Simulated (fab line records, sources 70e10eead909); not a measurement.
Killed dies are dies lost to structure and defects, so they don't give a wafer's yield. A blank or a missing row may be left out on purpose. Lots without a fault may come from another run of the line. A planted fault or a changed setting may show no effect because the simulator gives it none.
Chamber matching | flow nand_harc | NHARC_A_CHANNEL_FILL_D1_ALD_16 on ald_hk-04: 4 sister chambers
The step deposits SiO2, target thk 1.5 nm, pulse time 10 s, ald cycles 15. 16 wafers are shown with their chamber, then 8 later ones without.

WAFERS WITH THEIR CHAMBER
wafer  | chamber | heater_power_w (W) | susceptor_temp_C (C) | precursor_pulse_height_rel
L077.3 | 2       | 435                | 299.92               | 1.029
L077.4 | 0       | 478                | 300.21               | 1.015
L077.6 | 2       | 426                | 300.16               | 1.021
L083.1 | 2       | 459                | 300.00               | 0.996
L083.3 | 3       | 484                | 300.03               | 1.022
L083.6 | 0       | 519                | 299.90               | 1.002
L084.3 | 2       | 442                | 300.11               | 0.984
L084.4 | 1       | 608                | 299.76               | 1.011
L084.6 | 0       | 501                | 299.94               | 1.003
L088.2 | 3       | 493                | 300.07               | 0.975
L088.4 | 2       | 445                | 299.83               | 1.026
L088.5 | 3       | 472                | 300.14               | 1.028
L086.1 | 1       | 618                | 300.05               | 1.020
L086.3 | 0       | 514                | 300.21               | 0.974
L086.6 | 0       | 504                | 300.21               | 1.030
L089.1 | 3       | 483                | 300.28               | 0.973

SIGNATURES (means of the wafers above)
reading                    | chamber 0 | chamber 1 | chamber 2 | chamber 3 | scatter within a chamber
heater_power_w             | 503.20    | 613.00    | 441.40    | 483.00    | 12.5
susceptor_temp_C           | 300.0940  | 299.9050  | 300.0040  | 300.1300  | 0.145
precursor_pulse_height_rel | 1.00480   | 1.01550   | 1.01120   | 0.99950   | 0.0223
Rule: a wafer's distance from a chamber is the root of the sum, over the readings, of the square of ((its reading less the chamber's mean) divided by the reading's scatter). The wafer belongs to the nearest chamber; if the next one is less than 2 further off, it can't be placed. The scatter: the root of (the sum of the squares of (reading less its chamber's mean) over the shown wafers, divided by (wafers less chambers)).

WAFERS WITHOUT THEIR CHAMBER
wafer  | heater_power_w (W) | susceptor_temp_C (C) | precursor_pulse_height_rel
L089.3 | 606                | 300.26               | 0.981
L089.6 | 525                | 300.02               | 0.972
L093.1 | 621                | 299.92               | 1.010
L093.5 | 590                | 299.74               | 1.014
L093.6 | 440                | 299.91               | 0.973
L095.1 | 616                | 299.93               | 1.010
L095.3 | 488                | 299.94               | 1.003
L095.4 | 527                | 300.10               | 0.978

WHICH CHAMBER EACH WENT THROUGH
wafer  | from the rows above     | in truth
L089.3 | 1                       | 1
L089.6 | can't be placed: 0 or 3 | 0
L093.1 | 1                       | 1
L093.5 | 1                       | 1
L093.6 | 2                       | 2
L095.1 | 1                       | 1
L095.3 | can't be placed: 3 or 0 | 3
L095.4 | can't be placed: 0 or 3 | 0
Placed correctly: 5 of 8. Can't be placed from these rows: 3 (the true chamber is among the candidates in 3). Placed wrongly: 0.
